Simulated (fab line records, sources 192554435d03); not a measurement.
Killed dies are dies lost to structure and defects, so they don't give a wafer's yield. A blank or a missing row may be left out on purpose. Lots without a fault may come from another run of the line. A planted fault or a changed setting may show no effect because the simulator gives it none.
Split-lot experiment | flow n5_finfet | 7 lots, 21 wafers read, on a route of 1938 steps

THE SPLIT
At N5_BEOL_M4_TRENCH_ETCH_37 (etches SiOC in C4F6/O2, target depth 55.555 nm, time 29.2 s), the setting source_w was moved away from the recipe's 355 W on 6 of the 21 wafers read, by -16.7% to +11.8%. The other wafers ran this setting at the recipe's value.

FROM THE SPLIT TO THE READING: what the file shows between them, 2 steps
- N5_BEOL_M4_ETCH_41: etches SiCN in CH3F/O2, target depth 29.9 nm, time 52.5 s
- N5_BEOL_M4_STRIP_97: strips in N2/H2, time 10 s

THE READING
trench_depth_nm, in nm, at N5_BEOL_M4_OCD_MEAS_38. Fault-free wafers of this fab line usually give 55.4 nm, standard deviation 0.8 nm.

wafer  | tool, chamber at the split | source_w as run, W | against the recipe | trench_depth_nm, nm | against lot-mates on the recipe
L076.3 | rie_diel-01, 2             | 378.9              | +6.7%              | 56.8                | +1.3
L076.4 | rie_diel-01, 0             | 378.9              | +6.7%              | 56.8                | +1.3
L076.5 | rie_diel-01, 2             | 355                | recipe             | 55.5                | -
L079.1 | rie_diel-04, 1             | 355                | recipe             | 54.0                | -
L079.5 | rie_diel-04, 0             | 355                | recipe             | 56.2                | -
L079.6 | rie_diel-04, 2             | 355                | recipe             | 54.5                | -
L085.1 | rie_diel-01, 3             | 396.8              | +11.8%             | 57.5                | +2.3
L085.3 | rie_diel-01, 0             | 355                | recipe             | 55.2                | -
L085.5 | rie_diel-01, 1             | 396.8              | +11.8%             | 58.3                | +3.1
L086.1 | rie_diel-01, 0             | 295.6              | -16.7%             | 52.5                | -3.8
L086.2 | rie_diel-01, 3             | 355                | recipe             | 54.9                | -
L086.3 | rie_diel-01, 1             | 355                | recipe             | 57.6                | -
L087.3 | rie_diel-02, 1             | 355                | recipe             | 54.8                | -
L087.4 | rie_diel-02, 3             | 355                | recipe             | 55.0                | -
L087.5 | rie_diel-02, 1             | 355                | recipe             | 54.6                | -
L089.1 | rie_diel-01, 1             | 355                | recipe             | 55.8                | -
L089.4 | rie_diel-01, 1             | 355                | recipe             | 55.9                | -
L089.5 | rie_diel-01, 0             | 355                | recipe             | 54.9                | -
L088.3 | rie_diel-02, 1             | 314.3              | -11.5%             | 52.1                | -4.0
L088.4 | rie_diel-02, 3             | 355                | recipe             | 56.3                | -
L088.5 | rie_diel-02, 2             | 355                | recipe             | 55.9                | -

THE FIT
A straight line over all 21 wafers: trench_depth_nm changes by +0.211 nm for each +1% of source_w; r = +0.85; the points scatter about the line by 0.82 nm.
The same after taking each lot's own level away (the mean of its wafers on the recipe; 21 wafers): +0.244 nm for each +1%; r = +0.91; scatter 0.69 nm.
On that fit, the largest move of source_w shifts the reading by 4.1 nm.
The lots' own levels span 54.80 to 56.25 nm, that is 1.8 times the standard deviation above.
So the lot-to-lot level changes the slope: the two fits differ.
Check: with one of the wafers moved furthest among these (-16.7%) left out of the fit, the line predicts -4.5 nm for it against its lot-mates. It came out at -3.75 nm against them.

OTHER SPLITS ON THESE WAFERS
These wafers also went through other splits before the reading. Each is held against what the fit with the lots' levels taken away leaves over:
other split on the same wafers | wafers away from the commonest value | r with trench_depth_nm (lot level and that fit taken away)
N5_BEOL_M4_DESCUM_16 time_s    | 5                                    | +0.42

THE WHOLE CHAIN: every reading that the file lists as answering this split, in the file's order
step                      | what it does                                                | reading                                                                   | change (the file's fit)               | r (the file's)
N5_BEOL_M4_TRENCH_ETCH_37 | etches SiOC in C4F6/O2, target depth 55.555 nm, time 29.2 s | etch.depth_nm (the simulator's own value, which no gauge read)            | +0.217 nm for each +1% of the setting | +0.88
N5_BEOL_M4_TRENCH_ETCH_37 | etches SiOC in C4F6/O2, target depth 55.555 nm, time 29.2 s | BEOL_M4.feature_depth_nm (the simulator's own value, which no gauge read) | +0.215 nm for each +1% of the setting | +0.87
N5_BEOL_M4_OCD_MEAS_38    |                                                             | trench_depth_nm                                                           | +0.253 nm for each +1% of the setting | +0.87

THE FILE'S OWN FIT
trench_depth_nm changes by +0.253 nm for each +1% of source_w, r = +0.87.
